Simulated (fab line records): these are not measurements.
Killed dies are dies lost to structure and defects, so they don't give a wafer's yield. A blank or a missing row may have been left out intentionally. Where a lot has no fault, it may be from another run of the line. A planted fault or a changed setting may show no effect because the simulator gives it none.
fab line records	flow n5_finfet
record: lots: 6	wafers: 16	last_day: 18
route steps=1938 shown MOL_CONTACT_COAG@520 BEOL_M4@1111
lots that met no fault: taken from a fault-free run of the same line
start_h: start of the lot's first displayed wafer, in hours after the record's first day	wait_h: hours since the lot's step before	" unchanged from the row above	L1.1+2: several wafers, shown together as one row	- value missing, or start not given	* or withheld: withheld	< > ~ a bound
route shown NAME@n: NAME is a module with steps in the file, n the number in the route of the first one	usual: mean and standard deviation over wafers with no fault	same: alike in all rows	chamber/n: place in a boat	sites: each site's reading	_std_site: standard deviation of those values	_edge_site: mean of outer sites minus mean of inner sites	radius_mm: how far each site lies from the wafer's centre	mask NAME#n: copy n	behind: the tool/chamber that last shaped the wafer	hold: why the lot went on hold/how many hours it stayed there/how the hold came to an end	device: the transistor (n, p or np) that didn't switch	end of line: the route-end tests of the same wafers	a step without rows: its recipe alone	killed: dies lost to structure and defects at the first sort, not the wafer's yield	map: shows each die of a wafer: x if killed, . if not, _ if none is there
set.NAME: the run value of the setting; set.NAME@STEP: its run value at that earlier step	model.NAME: the simulator's own value behind a step, which no gauge read
lots seen at some steps along the route; tables by step, rows by wafer
services: the hour from which a tool's chamber was out of use, counted from the record's first day as start_h (under 0 if before that day), plus the number of hours and why
== steps ==
step: N5_MOL_CONTACT_COAG_COAT_02
recipe: resist: CAR-EUV	spin_rpm: 1500	resist_thk_nm: 30
step: N5_MOL_CONTACT_COAG_EBR_04
recipe: solvent: PGMEA	ebr_width_mm: 1.5
step: N5_MOL_CONTACT_COAG_SOFTBAKE_03
recipe: temp_c: 110	time_s: 60	resist: CAR-EUV
step: N5_MOL_CONTACT_COAG_EXPOSE_05
recipe: mask_id: CA	na: 0.33	source_shape: annular	sigma_inner: 0.4	sigma_outer: 0.8	polarization: unpolarized	defocus_nm: 0	dose_mj: 38.25
step: N5_MOL_CONTACT_COAG_PEB_06
recipe: peb_temp_c: 100	peb_time_s: 60	resist: CAR-EUV
step: N5_MOL_CONTACT_COAG_DEVELOP_07
recipe: develop_time_s: 30	developer: TMAH	resist: CAR-EUV	rinse_liquid: surfactant_rinse	dry: air_spin	dev_temp_c: 23
step: N5_MOL_CONTACT_COAG_CD_MEAS_08
recipe: target_cd_nm: 28	landing_energy_ev: 500	detector: se_inlens	polarity: opening
usual: cd_nm: 28.0/0.37
lot.wafer	tool	chamber	start_h	wait_h	cd_nm
L913.2	cd_sem-02	0	110.58	-	28.6
L913.3	"	0	"	"	28.8
L913.6	"	0	"	"	28.5
L916.1	cd_sem-02	0	130.73	-	27.7
L916.4	"	0	"	"	27.5
L916.6	"	0	"	"	28.0
L924.1	cd_sem-03	0	180.85	-	28.4
L924.3	"	0	"	"	28.5
L924.5	"	0	"	"	28.2
L926.3	cd_sem-02	0	191.89	-	28.2
L926.6	"	0	"	"	28.4
L931.1	cd_sem-03	0	224.20	-	27.6
L931.2	"	0	"	"	27.4
L931.3	"	0	"	"	28.0
L932.1	cd_sem-03	0	227.08	-	27.8
L932.5	"	0	"	"	27.7
step: N5_MOL_CONTACT_COAG_OVL_MEAS_09
recipe: points_per_wafer: 522
usual: CA_OVL: -0.2/0.64
lot.wafer	tool	chamber	start_h	wait_h	CA_OVL[nm]
L913.2	overlay-02	0	110.61	0.0	-0.5
L913.3	"	0	"	"	0.1
L913.6	"	0	"	"	-1.1
L916.1	overlay-02	0	130.76	0.0	-0.6
L916.4	"	0	"	"	-0.7
L916.6	"	0	"	"	-0.3
L924.1	overlay-02	0	180.88	0.0	-1.6
L924.3	"	0	"	"	-1.9
L924.5	"	0	"	"	-0.5
L926.3	overlay-01	0	191.93	0.0	-0.5
L926.6	"	0	"	"	-0.4
L931.1	overlay-01	0	224.23	0.0	-0.6
L931.2	"	0	"	"	-0.3
L931.3	"	0	"	"	-1.8
L932.1	overlay-01	0	227.11	0.0	0.1
L932.5	"	0	"	"	0.4
step: N5_MOL_CONTACT_COAG_INSPECT_10
recipe: mode: adi	inspect_instrument: brightfield
usual: raw_defect_count: 69/24
lot.wafer	tool	chamber	start_h	wait_h	raw_defect_count
L913.2	defect_inspect-02	-	110.67	0.0	83
L913.3	"	-	"	"	45
L913.6	"	-	"	"	34
L916.1	defect_inspect-01	-	130.82	0.1	80
L916.4	"	-	"	"	59
L916.6	"	-	"	"	79
L924.1	defect_inspect-01	-	180.93	0.1	29
L924.3	"	-	"	"	44
L924.5	"	-	"	"	39
L926.3	defect_inspect-01	-	191.98	0.0	68
L926.6	"	-	"	"	101
L931.1	defect_inspect-02	-	224.29	0.1	108
L931.2	"	-	"	"	106
L931.3	"	-	"	"	86
L932.1	defect_inspect-01	-	227.17	0.1	48
L932.5	"	-	"	"	50
step: N5_MOL_CONTACT_COAG_DESCUM_13
recipe: chemistry: O2	time_s: 7	source_power_w: 50	bias_power_w: 20	pressure_mtorr: 20	rf_frequency_hz: 2.712e+07	temp_c: 40	resist: CAR-EUV	o2_flow_sccm: 225
usual: drypump_motor_current_A: 5.7/0.37	oes_product_au: 0.78/0.095	rf_vpp_V: 243.7/1.2	showerhead_plenum_p_Torr: 2.13/0.064	throttle_valve_pct: 20.48/0.23
lot.wafer	tool	chamber	start_h	wait_h	drypump_motor_current_A	oes_product_au	rf_hours_counter_h	rf_vpp_V	showerhead_plenum_p_Torr	throttle_valve_pct
L913.2	rie_diel-04	1	110.84	0.2	5.4	0.74	207	244.5	2.16	20.49
L913.3	"	2	"	"	5.8	0.85	84	244.7	2.22	20.51
L913.6	"	3	"	"	5.3	0.75	-	243.0	2.07	20.61
L916.1	rie_diel-06	1	130.85	0.0	6.5	0.71	236	243.5	2.15	20.37
L916.4	"	3	"	"	5.7	0.97	-	244.6	2.13	19.98
L916.6	"	1	"	"	6.5	0.70	-	242.9	2.15	20.36
L924.1	rie_diel-04	3	181.04	0.1	5.3	0.72	232	243.7	2.06	20.64
L924.3	"	1	"	"	5.4	0.71	232	243.3	2.15	20.54
L924.5	"	1	"	"	5.4	0.71	-	244.3	2.15	20.53
L926.3	rie_diel-04	1	192.23	0.2	5.4	0.71	236	244.0	2.15	20.56
L926.6	"	1	"	"	5.4	0.72	-	243.3	2.15	20.54
L931.1	rie_diel-06	1	224.36	0.1	6.5	0.92	17	243.0	2.14	20.04
L931.2	"	0	"	"	5.3	0.67	226	240.8	1.98	20.52
L931.3	"	2	"	"	6.4	0.89	30	243.2	2.15	20.35
L932.1	rie_diel-05	2	227.21	0.0	5.7	0.76	140	244.6	2.19	20.45
L932.5	"	1	"	"	6.1	0.88	-	244.6	2.14	20.19
step: N5_MOL_CONTACT_COAG_ETCH_59
recipe: chemistry: N2/H2	target: underlayer	target_depth_a: 130	mask_material: CAR-EUV	time_s: 10.4	ion_energy_ev: 200	pressure_mtorr: 30	source_w: 840	bias_w: 150	n2_flow_sccm: 200	h2_flow_sccm: 200	ends: cleared
step: N5_MOL_CONTACT_COAG_ETCH_105
recipe: chemistry: CF4	target: SiARC	target_depth_a: 156	mask_material: CAR-EUV	time_s: 26	ion_energy_ev: 80	pressure_mtorr: 40	source_w: 545	bias_w: 36	Ar_flow_sccm: 100	cf4_flow_sccm: 100	ends: cleared
usual: drypump_motor_current_A: 5.6/0.37	etch_rf_on_time_s: 25.8/0.73	oes_product_au: 0.67/0.079	rf_vpp_V: 184.4/1.1	showerhead_plenum_p_Torr: 2.17/0.056	throttle_valve_pct: 15.68/0.25
lot.wafer	tool	chamber	start_h	wait_h	drypump_motor_current_A	etch_rf_on_time_s	oes_product_au	rf_hours_counter_h	rf_vpp_V	showerhead_plenum_p_Torr	throttle_valve_pct
L913.2	rie_diel-04	1	110.90	0.0	5.4	26.2	0.62	207	184.6	2.20	15.71
L913.3	"	2	"	"	5.8	26.1	0.72	84	185.8	2.26	15.67
L913.6	"	3	"	"	5.3	24.6	0.64	-	184.2	2.13	15.91
L916.1	rie_diel-06	1	130.91	0.0	6.5	25.1	0.61	236	184.2	2.21	15.73
L916.4	"	3	"	"	5.7	25.9	0.81	-	185.1	2.19	15.23
L916.6	"	1	"	"	6.5	25.3	0.62	-	184.8	2.21	15.73
L924.1	rie_diel-04	3	181.09	0.0	5.3	24.8	0.62	232	184.8	2.12	15.95
L924.3	"	1	"	"	5.4	25.8	0.61	232	183.7	2.20	15.76
L924.5	"	1	"	"	5.4	26.0	0.61	-	183.3	2.19	15.75
L926.3	rie_diel-04	1	192.28	0.0	5.4	26.2	0.60	236	185.4	2.19	15.76
L926.6	"	1	"	"	5.4	26.1	0.60	-	183.1	2.19	15.77
L931.1	rie_diel-06	1	224.41	0.0	6.4	24.5	0.82	17	184.5	2.20	15.29
L931.2	"	0	"	"	5.4	26.9	0.58	226	183.4	2.05	15.86
L931.3	"	2	"	"	6.4	26.3	0.78	30	184.9	2.17	15.29
L932.1	rie_diel-05	2	227.26	0.0	5.7	25.8	0.65	140	183.6	2.24	15.67
L932.5	"	1	"	"	6.1	25.4	0.73	-	183.8	2.18	15.29
step: N5_MOL_CONTACT_COAG_ETCH_106
recipe: chemistry: N2/H2	target: SOC	target_depth_a: 800	overetch_a: 160	mask_material: SiARC	temp_c: 40	time_s: 120	ion_energy_ev: 200	pressure_mtorr: 30	source_w: 840	bias_w: 150	n2_flow_sccm: 200	h2_flow_sccm: 200
usual: drypump_motor_current_A: 5.7/0.37	oes_product_au: 0.69/0.081	rf_vpp_V: 524.9/2.1	showerhead_plenum_p_Torr: 2.58/0.075	throttle_valve_pct: 17.86/0.27
lot.wafer	tool	chamber	start_h	wait_h	drypump_motor_current_A	oes_product_au	rf_hours_counter_h	rf_vpp_V	showerhead_plenum_p_Torr	throttle_valve_pct	model.SiARC_of_MOL_CONTACT_COAG_COAT_104.thk_nm	model.MOL_CONTACT_COAG.cd_offset_nm
L913.2	rie_diel-04	1	110.93	0.0	5.4	0.65	207	526.7	2.64	18.17	6.4	0.4
L913.3	"	2	"	"	5.9	0.75	84	527.9	2.67	17.71	6.2	0.4
L913.6	"	3	"	"	5.4	0.64	-	523.3	2.51	17.95	6.6	0.8
L916.1	rie_diel-06	1	130.94	0.0	6.5	0.64	236	526.2	2.60	17.71	5.8	0.2
L916.4	"	3	"	"	5.7	0.85	-	525.5	2.61	17.44	6.4	0
L916.6	"	1	"	"	6.5	0.63	-	526.4	2.60	17.71	5.8	0.2
L924.1	rie_diel-04	3	181.12	0.0	5.4	0.64	232	523.2	2.50	17.99	6.6	0.4
L924.3	"	1	"	"	5.4	0.63	232	526.3	2.63	18.21	4.2	1
L924.5	"	1	"	"	5.4	0.64	-	526.7	2.63	18.21	6.6	0.4
L926.3	rie_diel-04	1	192.31	0.0	5.4	0.63	236	525.4	2.63	18.22	4	1
L926.6	"	1	"	"	5.4	0.64	-	526.1	2.63	18.20	6.4	0.6
L931.1	rie_diel-06	1	224.44	0.0	6.5	0.83	17	525.2	2.58	17.33	5.8	0.2
L931.2	"	0	"	"	5.3	0.61	226	519.8	2.39	17.82	6.8	-0.6
L931.3	"	2	"	"	6.4	0.82	30	523.8	2.58	17.43	6.2	-0.2
L932.1	rie_diel-05	2	227.29	0.0	5.7	0.68	140	526.8	2.67	18.03	6.2	0.4
L932.5	"	1	"	"	6.1	0.76	-	524.6	2.58	17.47	6.2	0.2
step: N5_MOL_CONTACT_COAG_STRIP_107
recipe: chemistry: N2/H2	temp_c: 40	n2_flow_sccm: 200	h2_flow_sccm: 200	rf_frequency_hz: 6e+07
step: N5_MOL_CONTACT_COAG_STRIP_108
recipe: chemistry: N2/H2	temp_c: 40	n2_flow_sccm: 200	h2_flow_sccm: 200	rf_frequency_hz: 6e+07
step: N5_MOL_CONTACT_COAG_CONTACT_ETCH_14
recipe: chemistry: C4F6/O2	target: SiO2	target_depth_a: 275	overetch_a: 85	mask_material: SOC	pressure_mtorr: 30	source_w: 370	bias_w: 185	Ar_flow_sccm: 300	C4F6_flow_sccm: 16	O2_flow_sccm: 10	time_s: 20	ion_energy_ev: 259.6
usual: drypump_motor_current_A: 5.7/0.37	oes_o_777_au: 0.78/0.087	oes_product_au: 0.66/0.077	rf_vpp_V: 694.0/2.9	showerhead_plenum_p_Torr: 2.92/0.069	throttle_valve_pct: 21.29/0.26
lot.wafer	tool	chamber	start_h	wait_h	drypump_motor_current_A	oes_o_777_au	oes_product_au	rf_hours_counter_h	rf_vpp_V	showerhead_plenum_p_Torr	throttle_valve_pct
L913.2	rie_diel-04	1	111.03	0.0	5.4	0.74	0.62	207	696.2	2.94	21.16
L913.3	"	2	"	"	5.9	0.82	0.71	84	697.5	3.02	21.29
L913.6	"	3	"	"	5.3	0.77	0.62	-	690.8	2.85	21.43
L916.1	rie_diel-06	1	131.04	0.0	6.5	0.71	0.60	237	694.8	2.96	21.27
L916.4	"	3	"	"	5.7	0.95	0.81	-	694.0	2.93	20.86
L916.6	"	1	"	"	6.5	0.71	0.60	-	693.7	2.96	21.27
L924.1	rie_diel-04	3	181.22	0.0	5.4	0.76	0.60	232	690.0	2.84	21.49
L924.3	"	1	"	"	5.4	0.72	0.61	232	695.3	2.93	21.19
L924.5	"	1	"	"	5.4	0.73	0.60	-	695.3	2.93	21.20
L926.3	rie_diel-04	1	192.41	0.0	5.4	0.72	0.61	236	696.0	2.93	21.21
L926.6	"	1	"	"	5.4	0.72	0.60	-	696.0	2.93	21.21
L931.1	rie_diel-06	1	224.54	0.0	6.5	0.94	0.79	17	694.3	2.95	20.95
L931.2	"	0	"	"	5.3	0.65	0.58	226	686.7	2.78	21.64
L931.3	"	2	"	"	6.4	0.93	0.77	30	694.5	2.91	20.93
L932.1	rie_diel-05	2	227.39	0.0	5.7	0.75	0.64	140	697.4	2.98	21.18
L932.5	"	1	"	"	6.1	0.84	0.73	-	693.5	2.93	20.95
step: N5_MOL_CONTACT_COAG_STRIP_109
recipe: chemistry: C4F6/O2	resist: SiARC	rf_frequency_hz: 6e+07
step: N5_MOL_CONTACT_COAG_ETCH_15
recipe: chemistry: CH3F/O2	target: SiNx	target_depth_a: 70	mask_material: SOC	stop_on: Si:P	over_etch_frac: 0.75	ion_energy_ev: 120	pressure_mtorr: 30	source_w: 395	bias_w: 73	Ar_flow_sccm: 150	CH3F_flow_sccm: 30	O2_flow_sccm: 20
usual: drypump_motor_current_A: 5.7/0.37	oes_o_777_au: 0.78/0.085	oes_product_au: 0.57/0.067	rf_vpp_V: 298/13	showerhead_plenum_p_Torr: 2.03/0.052	throttle_valve_pct: 16.38/0.26
lot.wafer	tool	chamber	start_h	wait_h	drypump_motor_current_A	oes_o_777_au	oes_product_au	rf_hours_counter_h	rf_vpp_V	showerhead_plenum_p_Torr	throttle_valve_pct
L913.2	rie_diel-04	1	111.06	0.0	5.4	0.72	0.53	207	294	2.05	16.35
L913.3	"	2	"	"	5.9	0.81	0.61	84	310	2.10	16.33
L913.6	"	3	"	"	5.4	0.75	0.54	-	276	1.98	16.59
L916.1	rie_diel-06	1	131.07	0.0	6.5	0.72	0.51	237	308	2.06	16.38
L916.4	"	3	"	"	5.7	0.94	0.69	-	292	2.04	15.92
L916.6	"	1	"	"	6.5	0.72	0.51	-	309	2.06	16.37
L924.1	rie_diel-04	3	181.26	0.0	5.3	0.74	0.51	232	273	1.97	16.62
L924.3	"	1	"	"	5.3	0.71	0.52	232	294	2.04	16.40
L924.5	"	1	"	"	5.4	0.72	0.52	-	294	2.04	16.40
L926.3	rie_diel-04	1	192.44	0.0	5.4	0.71	0.52	236	294	2.04	16.41
L926.6	"	1	"	"	5.4	0.70	0.52	-	294	2.04	16.41
L931.1	rie_diel-06	1	224.58	0.0	6.4	0.95	0.67	17	309	2.05	15.94
L931.2	"	0	"	"	5.3	0.67	0.50	226	286	1.92	16.64
L931.3	"	2	"	"	6.4	0.91	0.66	30	314	2.03	16.02
L932.1	rie_diel-05	2	227.43	0.0	5.7	0.75	0.55	140	309	2.07	16.29
L932.5	"	1	"	"	6.1	0.87	0.62	-	296	2.04	16.00
step: N5_MOL_CONTACT_COAG_ETCH_110
recipe: chemistry: CF4/O2	target: Si	target_depth_a: 25	time_s: 8	pressure_mtorr: 100	source_w: 200	bias_w: 12	ion_energy_ev: 60	Ar_flow_sccm: 100	cf4_flow_sccm: 100	O2_flow_sccm: 10
usual: drypump_motor_current_A: 5.7/0.37	oes_o_777_au: 0.77/0.085	oes_product_au: 0.78/0.094	rf_vpp_V: 128/6.2	showerhead_plenum_p_Torr: 2.26/0.057	throttle_valve_pct: 10.8/0.31
lot.wafer	tool	chamber	start_h	wait_h	drypump_motor_current_A	oes_o_777_au	oes_product_au	rf_hours_counter_h	rf_vpp_V	showerhead_plenum_p_Torr	throttle_valve_pct	model.MOL_CONTACT_COAG.cd_offset_nm
L913.2	rie_diel-04	1	111.12	0.0	5.4	0.72	0.72	207	126	2.29	10.9	0.4
L913.3	"	2	"	"	5.8	0.80	0.84	84	135	2.34	10.7	0.6
L913.6	"	3	"	"	5.3	0.75	0.75	-	117	2.21	11.1	1
L916.1	rie_diel-06	1	131.13	0.0	6.5	0.70	0.72	237	133	2.30	11.0	-0.2
L916.4	"	3	"	"	5.7	0.93	0.96	-	125	2.27	10.3	-0.2
L916.6	"	1	"	"	6.5	0.70	0.72	-	132	2.30	11.0	0
L924.1	rie_diel-04	3	181.32	0.0	5.3	0.74	0.73	232	115	2.20	11.2	0.6
L924.3	"	1	"	"	5.4	0.71	0.70	232	124	2.28	11.0	1.2
L924.5	"	1	"	"	5.4	0.70	0.70	-	127	2.28	11.0	0.4
L926.3	rie_diel-04	1	192.50	0.0	5.4	0.70	0.70	236	125	2.28	11.0	1
L926.6	"	1	"	"	5.4	0.70	0.71	-	126	2.28	11.0	0.6
L931.1	rie_diel-06	1	224.64	0.0	6.5	0.92	0.95	17	132	2.29	10.3	0
L931.2	"	0	"	"	5.3	0.67	0.66	226	123	2.13	11.1	-0.4
L931.3	"	2	"	"	6.4	0.93	0.92	30	136	2.25	10.4	-0.2
L932.1	rie_diel-05	2	227.49	0.0	5.7	0.73	0.76	140	131	2.32	10.8	0.4
L932.5	"	1	"	"	6.1	0.85	0.86	-	127	2.27	10.4	0
step: N5_MOL_CONTACT_COAG_STRIP_98
recipe: chemistry: N2/H2	power_w: 500	temp_c: 40	pressure_mtorr: 50	rf_frequency_hz: 6e+07	overash_fraction: 0.3	bias_power_w: 8	h2_frac: 0.5	n2_flow_sccm: 300	h2_flow_sccm: 300
usual: drypump_motor_current_A: 5.7/0.37	oes_product_au: 0.78/0.094	rf_vpp_V: 54.2/1.5	showerhead_plenum_p_Torr: 3.40/0.095	throttle_valve_pct: 19.0/0.53
lot.wafer	tool	chamber	start_h	wait_h	drypump_motor_current_A	oes_product_au	rf_hours_counter_h	rf_vpp_V	showerhead_plenum_p_Torr	throttle_valve_pct
L913.2	rie_diel-04	1	111.17	0.0	5.4	0.74	207	57.1	3.49	19.9
L913.3	"	2	"	"	5.9	0.85	84	53.1	3.52	18.5
L913.6	"	3	"	"	5.4	0.74	-	51.6	3.32	18.9
L916.1	rie_diel-06	1	131.18	0.0	6.5	0.69	237	54.4	3.43	18.8
L916.4	"	3	"	"	5.7	0.95	-	52.5	3.45	18.3
L916.6	"	1	"	"	6.5	0.70	-	51.6	3.43	18.7
L924.1	rie_diel-04	3	181.36	0.0	5.4	0.74	232	52.5	3.30	18.9
L924.3	"	1	"	"	5.4	0.71	232	55.7	3.47	20.0
L924.5	"	1	"	"	5.4	0.71	-	52.8	3.47	20.0
L926.3	rie_diel-04	1	192.55	0.0	5.4	0.72	236	53.9	3.47	20.0
L926.6	"	1	"	"	5.4	0.72	-	54.4	3.47	20.0
L931.1	rie_diel-06	1	224.68	0.0	6.5	0.93	17	53.4	3.41	18.3
L931.2	"	0	"	"	5.4	0.67	226	53.9	3.17	18.8
L931.3	"	2	"	"	6.4	0.89	30	51.9	3.40	18.3
L932.1	rie_diel-05	2	227.53	0.0	5.7	0.76	140	54.2	3.53	19.3
L932.5	"	1	"	"	6.1	0.87	-	55.3	3.41	18.5
step: N5_BEOL_M4_RC_MEAS_101
usual: DIBL_N: 36.1/2	DIBL_P: 36.3/2.5	IOFF_N: 0.16/0.037	IOFF_P: 0.21/0.039	ION_N: 678/15	ION_P: 465/8.7	SS_N: 71.4/0.7	SS_P: 73.3/0.74	VT_N: 249/3.6	VT_P: -250.0/2.9
lot.wafer	tool	chamber	start_h	wait_h	DIBL_N[mV/V]	DIBL_P[mV/V]	IOFF_N[nA/um]	IOFF_P[nA/um]	ION_N[uA/um]	ION_P[uA/um]	SS_N[mV/dec]	SS_P[mV/dec]	VT_N[mV]	VT_P[mV]
L913.2	prober-01	0	195.98	0.2	37.2	35.3	0.16	0.21	684	466	71.8	73.9	249	-250.5
L913.3	"	0	"	"	35.7	33.3	0.12	0.18	671	465	71.1	72.5	255	-252.7
L913.6	"	0	"	"	40.8	38.9	0.23	0.28	690	457	72.8	74.5	245	-249.0
L916.1	prober-02	0	199.62	0.0	37.1	37.3	0.16	0.24	682	471	71.7	73.8	250	-248.0
L916.4	"	0	"	"	38.9	40.3	0.18	0.29	664	462	72.1	74.2	249	-248.7
L916.6	"	0	"	"	34.2	32.8	0.11	0.17	653	449	70.5	72.2	255	-251.8
L924.1	prober-02	0	284.88	0.5	37.0	37.8	0.20	0.24	703	472	70.9	73.6	247	-248.4
L924.3	"	0	"	"	35.1	32.8	0.14	0.16	674	455	71.0	72.8	254	-252.4
L924.5	"	0	"	"	38.4	38.8	0.22	0.26	708	477	72.1	73.6	246	-246.3
L926.3	prober-02	0	299.46	0.3	32.7	32.9	0.11	0.16	670	464	70.4	72.5	256	-250.3
L926.6	"	0	"	"	38.5	41.1	0.21	0.30	676	469	71.9	74.7	247	-245.6
L932.1	prober-02	0	313.10	0.0	34.4	35.3	0.13	0.20	663	456	70.3	73.5	250	-248.7
L932.5	"	0	"	"	32.6	32.2	0.11	0.16	674	474	70.5	72.4	252	-252.8
L931.1	prober-01	0	324.98	0.0	38.4	39.4	0.22	0.26	686	464	72.2	73.9	245	-245.6
L931.2	"	0	"	"	32.9	33.3	0.13	0.17	672	465	70.0	73.2	248	-249.2
L931.3	"	0	"	"	33.2	33.9	0.13	0.19	685	481	70.8	72.1	249	-251.4
== services ==
tool	chamber	start_h	hours	kind
rie_diel-05	1	102.88	4.1	repair
rie_diel-06	3	109.47	-	clean
rie_diel-06	3	109.47	-	consumable_replace:focus_ring
rie_diel-06	3	109.47	17.5	scheduled_down
rie_diel-06	3	109.47	17.5	vent_cycle
rie_diel-05	0	124.16	-	clean
rie_diel-05	0	124.16	-	consumable_replace:focus_ring
rie_diel-06	2	127.08	-	clean
rie_diel-06	2	127.08	-	consumable_replace:focus_ring
rie_diel-06	2	127.08	14.0	scheduled_down
rie_diel-06	2	127.08	14.0	vent_cycle
rie_diel-06	1	163.37	-	clean
rie_diel-06	1	163.37	-	consumable_replace:focus_ring
rie_diel-06	1	163.37	11.2	scheduled_down
rie_diel-06	1	163.37	11.2	vent_cycle
rie_diel-05	0	167.07	5.0	repair
rie_diel-04	2	175.54	3.6	repair
rie_diel-05	1	183.42	12.0	repair
rie_diel-04	0	197.28	-	clean
rie_diel-04	0	197.28	-	consumable_replace:focus_ring
rie_diel-04	0	197.28	12.2	scheduled_down
rie_diel-04	0	197.28	12.2	vent_cycle
rie_diel-05	-	205.16	0.7	repair
rie_diel-05	-	218.37	0.1	repair
== key ==
first_sign none at tools or gauges
model_effect: step: N5_MOL_CONTACT_COAG_ETCH_106	value: SiARC_of_MOL_CONTACT_COAG_COAT_104.thk_nm	without: 6.5	struck: 4.1
model_effect: step: N5_MOL_CONTACT_COAG_ETCH_110	value: MOL_CONTACT_COAG.cd_offset_nm	without: 0.1	struck: 1.1
met_at N5_MOL_CONTACT_COAG_ETCH_106
struck_wafers L924.3,L926.3
onset_between 110.93 181.12
fault: kind: process_parameter_drift	tool: rie_diel-04	chamber: -	onset_h: 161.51	steps: N5_MOL_CONTACT_COAG_ETCH_106	channel: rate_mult	offset: 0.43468	shape: step	end_h: 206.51	scope: struck_wafers_only
